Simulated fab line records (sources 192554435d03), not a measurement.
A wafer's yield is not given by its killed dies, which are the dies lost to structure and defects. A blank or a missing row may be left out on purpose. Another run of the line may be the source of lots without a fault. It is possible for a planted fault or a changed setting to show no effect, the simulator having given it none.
Split-lot trial || flow n5Finfet || 7 lots, 21 wafers read, on a route of 1938 steps

== THE SPLIT ==
At N5_BEOL_M1_COAT_67 (time 60 s, resist thk 60 nm), the setting spinRpm was moved away from the recipe's 1500 rpm on 6 of the 21 wafers read, by -6.0% to +10.3%. All remaining wafers had this setting at the recipe value.

== FROM THE SPLIT TO THE READING: what the file shows between them, 8 steps ==
- N5_BEOL_M1_COAT_22: resist thk 30 nm (also split here: spinRpm)
- N5_BEOL_M1_EBR_24
- N5_BEOL_M1_SOFTBAKE_23: time 60 s
- N5_BEOL_M1_EXPOSE_25: exposes mask V0, defocus 5 nm, target cd 24 nm
- N5_BEOL_M1_PEB_26: peb time 60 s
- N5_BEOL_M1_DEVELOP_27: develop time 30 s
- N5_BEOL_M1_ALD_98: deposits SiO2, target thk 2.5 nm, pulse time 1 s, co reactant pulse time 1 s
- N5_BEOL_M1_ETCHBACK_99: etches SiO2 in CHF3, target depth 5 nm, time 10.4 s

== THE READING ==
etch.depthNm (the simulator's own value, which no gauge read), in nm, at N5_BEOL_M1_ETCH_70 (etches SOC in N2/H2, target depth 80 nm, overetch 16 nm, time 120 s). No usual value for it is given in the file. Average 59.93 nm, standard deviation 0.2 nm, over the 15 wafers here run with the recipe.

{"wafer": "L076.3", "tool, chamber at the split": "lithoTrack-01, 0", "spinRpm as run, rpm": 1500, "against the recipe": "recipe", "etch.depthNm, nm": 60.29, "against lot-mates on the recipe": "-"}
{"wafer": "L076.4", "tool, chamber at the split": "lithoTrack-01, 0", "spinRpm as run, rpm": 1500, "against the recipe": "recipe", "etch.depthNm, nm": 60.1, "against lot-mates on the recipe": "-"}
{"wafer": "L076.6", "tool, chamber at the split": "lithoTrack-01, 0", "spinRpm as run, rpm": 1500, "against the recipe": "recipe", "etch.depthNm, nm": 60.34, "against lot-mates on the recipe": "-"}
{"wafer": "L090.1", "tool, chamber at the split": "lithoTrack-05, 0", "spinRpm as run, rpm": 1500, "against the recipe": "recipe", "etch.depthNm, nm": 59.67, "against lot-mates on the recipe": "-"}
{"wafer": "L090.2", "tool, chamber at the split": "lithoTrack-05, 0", "spinRpm as run, rpm": 1500, "against the recipe": "recipe", "etch.depthNm, nm": 59.77, "against lot-mates on the recipe": "-"}
{"wafer": "L090.3", "tool, chamber at the split": "lithoTrack-05, 0", "spinRpm as run, rpm": 1500, "against the recipe": "recipe", "etch.depthNm, nm": 59.86, "against lot-mates on the recipe": "-"}
{"wafer": "L091.1", "tool, chamber at the split": "lithoTrack-01, 0", "spinRpm as run, rpm": 1655, "against the recipe": "+10.3%", "etch.depthNm, nm": 57.02, "against lot-mates on the recipe": -2.68}
{"wafer": "L091.3", "tool, chamber at the split": "lithoTrack-01, 0", "spinRpm as run, rpm": 1655, "against the recipe": "+10.3%", "etch.depthNm, nm": 56.9, "against lot-mates on the recipe": -2.80}
{"wafer": "L091.6", "tool, chamber at the split": "lithoTrack-01, 0", "spinRpm as run, rpm": 1500, "against the recipe": "recipe", "etch.depthNm, nm": 59.7, "against lot-mates on the recipe": "-"}
{"wafer": "L092.1", "tool, chamber at the split": "lithoTrack-04, 0", "spinRpm as run, rpm": 1500, "against the recipe": "recipe", "etch.depthNm, nm": 59.86, "against lot-mates on the recipe": "-"}
{"wafer": "L092.5", "tool, chamber at the split": "lithoTrack-04, 0", "spinRpm as run, rpm": 1500, "against the recipe": "recipe", "etch.depthNm, nm": 60.03, "against lot-mates on the recipe": "-"}
{"wafer": "L092.6", "tool, chamber at the split": "lithoTrack-04, 0", "spinRpm as run, rpm": 1500, "against the recipe": "recipe", "etch.depthNm, nm": 60.11, "against lot-mates on the recipe": "-"}
{"wafer": "L094.2", "tool, chamber at the split": "lithoTrack-05, 0", "spinRpm as run, rpm": 1500, "against the recipe": "recipe", "etch.depthNm, nm": 60.02, "against lot-mates on the recipe": "-"}
{"wafer": "L094.3", "tool, chamber at the split": "lithoTrack-05, 0", "spinRpm as run, rpm": 1620, "against the recipe": "+8.0%", "etch.depthNm, nm": 57.66, "against lot-mates on the recipe": -2.36}
{"wafer": "L094.6", "tool, chamber at the split": "lithoTrack-05, 0", "spinRpm as run, rpm": 1620, "against the recipe": "+8.0%", "etch.depthNm, nm": 57.55, "against lot-mates on the recipe": -2.47}
{"wafer": "L095.4", "tool, chamber at the split": "lithoTrack-04, 0", "spinRpm as run, rpm": 1500, "against the recipe": "recipe", "etch.depthNm, nm": 59.78, "against lot-mates on the recipe": "-"}
{"wafer": "L095.5", "tool, chamber at the split": "lithoTrack-04, 0", "spinRpm as run, rpm": 1500, "against the recipe": "recipe", "etch.depthNm, nm": 59.76, "against lot-mates on the recipe": "-"}
{"wafer": "L095.6", "tool, chamber at the split": "lithoTrack-04, 0", "spinRpm as run, rpm": 1500, "against the recipe": "recipe", "etch.depthNm, nm": 59.85, "against lot-mates on the recipe": "-"}
{"wafer": "L096.1", "tool, chamber at the split": "lithoTrack-01, 0", "spinRpm as run, rpm": 1410, "against the recipe": "-6.0%", "etch.depthNm, nm": 61.75, "against lot-mates on the recipe": "+1.91"}
{"wafer": "L096.3", "tool, chamber at the split": "lithoTrack-01, 0", "spinRpm as run, rpm": 1410, "against the recipe": "-6.0%", "etch.depthNm, nm": 61.83, "against lot-mates on the recipe": "+1.99"}
{"wafer": "L096.4", "tool, chamber at the split": "lithoTrack-01, 0", "spinRpm as run, rpm": 1500, "against the recipe": "recipe", "etch.depthNm, nm": 59.84, "against lot-mates on the recipe": "-"}

FIT RESULTS
A straight line over all 21 wafers: etch.depthNm changes by -0.293 nm for each +1% of spinRpm; r = -0.99; the points scatter about the line by 0.18 nm.
The same after taking each lot's own level away (the mean of its wafers on the recipe; 21 wafers): -0.289 nm for each +1%; r = -1.00; scatter 0.13 nm.
According to that fit, moving spinRpm by its largest amount changes the reading by 3 nm.
The lots' own levels span 59.700 to 60.243 nm, that is 2.7 times the standard deviation above.
So the lot-to-lot level changes the slope little: the two slopes agree.
Check: with one of the wafers moved furthest among these (+10.3%) left out of the fit, the line predicts -3.05 nm for it against its lot-mates. Against them it came out at -2.68 nm.

== OTHER SPLITS APPLIED TO THESE WAFERS ==
These wafers also went through other splits before the reading. Each is held against what the fit with the lots' levels taken away leaves over:
{"other split on the same wafers": "N5_MOL_CONTACT_COAG_ETCH_47 sourceW", "wafers away from the commonest value": 8, "r with etch.depthNm (lot level and that fit taken away)": "+0.25"}
{"other split on the same wafers": "N5_BEOL_M0_SAQP_SPACER1_ALD_98 tempC", "wafers away from the commonest value": 8, "r with etch.depthNm (lot level and that fit taken away)": "+0.16"}
{"other split on the same wafers": "N5_BEOL_M0_SAQP_ETCH_107 biasW", "wafers away from the commonest value": 7, "r with etch.depthNm (lot level and that fit taken away)": -0.28}
{"other split on the same wafers": "N5_BEOL_M0_ETCH_128 sourceW", "wafers away from the commonest value": 6, "r with etch.depthNm (lot level and that fit taken away)": "+0.05"}
{"other split on the same wafers": "N5_BEOL_M0_ETCH_109 biasW", "wafers away from the commonest value": 8, "r with etch.depthNm (lot level and that fit taken away)": "+0.01"}
{"other split on the same wafers": "N5_BEOL_M1_COAT_22 spinRpm", "wafers away from the commonest value": 7, "r with etch.depthNm (lot level and that fit taken away)": "+0.50"}

== THE WHOLE CHAIN: every reading that the file lists as answering this split, in the file's order ==
{"step": "N5_BEOL_M1_COAT_67", "what it does": "time 60 s, resist thk 60 nm", "reading": "SOC_of_BEOL_M1_COAT_67.thkNm (the simulator's own value, which no gauge read)", "change (the file's fit)": "-0.281 nm for each +1% of the setting", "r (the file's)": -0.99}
{"step": "N5_BEOL_M1_ETCH_70", "what it does": "etches SOC in N2/H2, target depth 80 nm, overetch 16 nm, time 120 s", "reading": "etch.depthNm (the simulator's own value, which no gauge read)", "change (the file's fit)": "-0.286 nm for each +1% of the setting", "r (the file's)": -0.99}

== THE FILE'S OWN FIT ==
etch.depthNm changes by -0.286 nm for each +1% of spinRpm, r = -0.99.
